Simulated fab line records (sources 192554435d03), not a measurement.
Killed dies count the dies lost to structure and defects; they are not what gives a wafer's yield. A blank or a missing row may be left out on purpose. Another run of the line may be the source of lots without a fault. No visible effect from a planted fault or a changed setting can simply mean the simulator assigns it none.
A struck lot beside a sound one | flow n5-finfet | 17 steps out of a route of 1938
Sound: the wafers L373.4, L373.5, L373.6. Struck: wafer L384.1. (L384.3 of the same lot was not struck and is left out.) The cause comes at the end.
Per side, at each step with rows, come the tool, then ch with its chambers, and then its first start. Under that, the readings that differ: sound wafers | struck wafers | difference of the means | sigmas: that difference in standard deviations of wafers without a fault.
alike: readings with means less than 2 such deviations apart, plus words and numbers identical on both sides. not compared: withheld readings, readings lacking a value on some wafer, bounds such as >300 that could conceal the same value, and numbers that have no deviation in the record and whose values overlap.
Wherever a step has rows on one side only, a row that says differs or no value, or a row with sigmas, the two part there. Non-overlapping numbers with no deviation appear without sigmas and do not part them. A reading missing from all wafers of one side parts the sides only when that side holds two or more wafers.

N5_SDB_OVL_MEAS_12:
  sound on overlay-02 ch 0, day 3 18:56; struck on overlay-02 ch 0, day 6 19:59
  alike: SDB_OVL
N5_SDB_INSPECT_13: inspects for defects (brightfield).
  sound on defect-inspect-02, day 3 18:58; struck on defect-inspect-02, day 6 20:00
  alike: raw-defect-count
N5_SDB_DESCUM_16: chemistry O2, time 7.9 s.
  sound on rie-diel-04 ch 0,1,2, day 3 19:20; struck on rie-diel-05 ch 2, day 6 20:02
  alike: drypump-motor-current-A, oes-product-au, rf-vpp-V, showerhead-plenum-p-Torr, throttle-valve-pct
  not compared: rf-hours-counter-h
N5_SDB_ETCH_17: etches SiARC in CF4, target depth 23.4 nm, time 39 s.
  sound on rie-diel-04 ch 0,1,2, day 3 19:22; struck on rie-diel-05 ch 2, day 6 20:04
  alike: drypump-motor-current-A, etch-rf-on-time-s, oes-product-au, rf-vpp-V, showerhead-plenum-p-Torr, throttle-valve-pct
  not compared: rf-hours-counter-h
N5_SDB_ETCH_18: etches SOC in N2/H2, target depth 100 nm, overetch 20 nm, time 150 s.
  sound on rie-diel-04 ch 0,1,2, day 3 19:24; struck on rie-diel-05 ch 2, day 6 20:07
  alike: drypump-motor-current-A, n2-flow-sccm, oes-product-au, rf-vpp-V, showerhead-plenum-p-Torr, throttle-valve-pct
  not compared: rf-hours-counter-h
then, 3 steps without rows for these wafers: N5_SDB_STRIP_19 (strips in N2/H2); N5_SDB_STRIP_21 (strips in CF4); N5_SDB_HM_OPEN_20 (chemistry CH3F/O2, target SiNx, stops on poly-Si, target depth 24 nm).
N5_SDB_STRIP_22: strips in N2/H2.
  sound on plasma-asher-01 ch 0,1, day 3 19:41; struck on plasma-asher-02 ch 1, day 6 20:21
  reading                | sound       | struck | difference                   | sigmas
  heater-power-w (W)     | 383 363 402 | 316    | -67                          | -2
  rf-hours-counter-h (h) | - - -       | 50     | no value on the sound wafers |
  alike: drypump-motor-current-A, n2-flow-sccm, oes-product-au, strip-time-to-endpoint-s
then, 2 steps without rows for these wafers: N5_SDB_PRECLEAN_23 (cleans in dHF, time 30 s); N5_SDB_DUMMY_REMOVE_24 (chemistry TMAH, target poly-Si, stops on SiO2, target depth 142 nm, time 57 s, rinse time 30 s).
N5_SDB_ETCH_25: etches SiO2 in C4F6/O2, target depth 10 nm, time 3.3 s.
  sound on rie-diel-05 ch 1,2,3, day 3 21:13; struck on rie-diel-02 ch 3, day 6 21:05
  reading               | sound          | struck | difference | sigmas
  oes-product-au (a.u.) | 0.76 0.70 0.75 | 0.94   | +0.20      | +2
  alike: drypump-motor-current-A, rf-vpp-V, showerhead-plenum-p-Torr, throttle-valve-pct
  not compared: rf-hours-counter-h
N5_SDB_CUT_ETCH_26: etches Si in HBr/Cl2/O2, target depth 129.6 nm, bt time 20 s, time 51.8 s.
  sound on rie-si-04 ch 0,1,2, day 3 21:18; struck on rie-si-04 ch 3, day 6 21:11
  reading                                 | sound             | struck | difference | sigmas
  HBr_flow_sccm (sccm)                    | 150.0 149.3 149.4 | 150.6  | +1.0       | +3
  model.SDB.feature-depth-nm (nm)         | 128.2 133.6 130.8 | 171.4  | +40.5      |
  model.etch.depth-nm (nm)                | 128.3 133.7 130.7 | 171.4  | +40.5      |
  model.SiNx_of_SDB_HM_DEP_00.thk-nm (nm) | 21.8 20.8 21      | 17     | -4         |
  alike: drypump-motor-current-A, oes-product-au, throttle-valve-pct
  not compared: rf-hours-counter-h
N5_SDB_PRECLEAN_38: cleans in dHF, time 10 s.
  sound on wet-bench-06 ch 0,3,6, day 3 21:25; struck on wet-bench-01 ch 0, day 6 21:18
  reading                                 | sound        | struck | difference | sigmas
  model.SiNx_of_SDB_HM_DEP_00.thk-nm (nm) | 21.8 20.6 21 | 17     | -4         |
then, 1 step without rows for these wafers: N5_SDB_PRECLEAN_39 (cleans in O3/DIW, time 45 s).
-- the record jumps here: 4 days lie between the struck wafers' starts before and after (it left off in module SDB and takes up again in module BEOL_M4, whose first step shown is number 1111 of the route) --
N5_BEOL_M4_RC_MEAS_101:
  sound on prober-01 ch 0, day 8 01:59; struck on prober-01 ch 0, day 10 15:46
  reading        | sound          | struck | difference | sigmas
  IOFF_N (nA/um) | 0.12 0.15 0.15 | 0.21   | +0.07      | +2
  IOFF_P (nA/um) | 0.16 0.18 0.19 | 0.25   | +0.07      | +2
  SS_N (mV/dec)  | 71.9 71.3 71.5 | 72.9   | +1.3       | +2
  VT_P (mV)      | -253 -253 -253 | -246   | +7         | +2
  alike: DIBL_N, DIBL_P, ION_N, ION_P, SS_P, VT_N
-- a jump in the record: the struck wafers' starts before and after are 4 days apart (it breaks off in module BEOL_M4 and resumes in module PASSIVATION, where the first step shown is number 1936 of the route) --
N5_PASSIVATION_PROBE_49:
  only the struck wafers here have rows in the record (prober-02, day 14 17:51); the sound ones have none

## WHERE THEY PART
First at N5_SDB_STRIP_22; last, within this record, at N5_PASSIVATION_PROBE_49.

WHY: the cause the simulator had injected
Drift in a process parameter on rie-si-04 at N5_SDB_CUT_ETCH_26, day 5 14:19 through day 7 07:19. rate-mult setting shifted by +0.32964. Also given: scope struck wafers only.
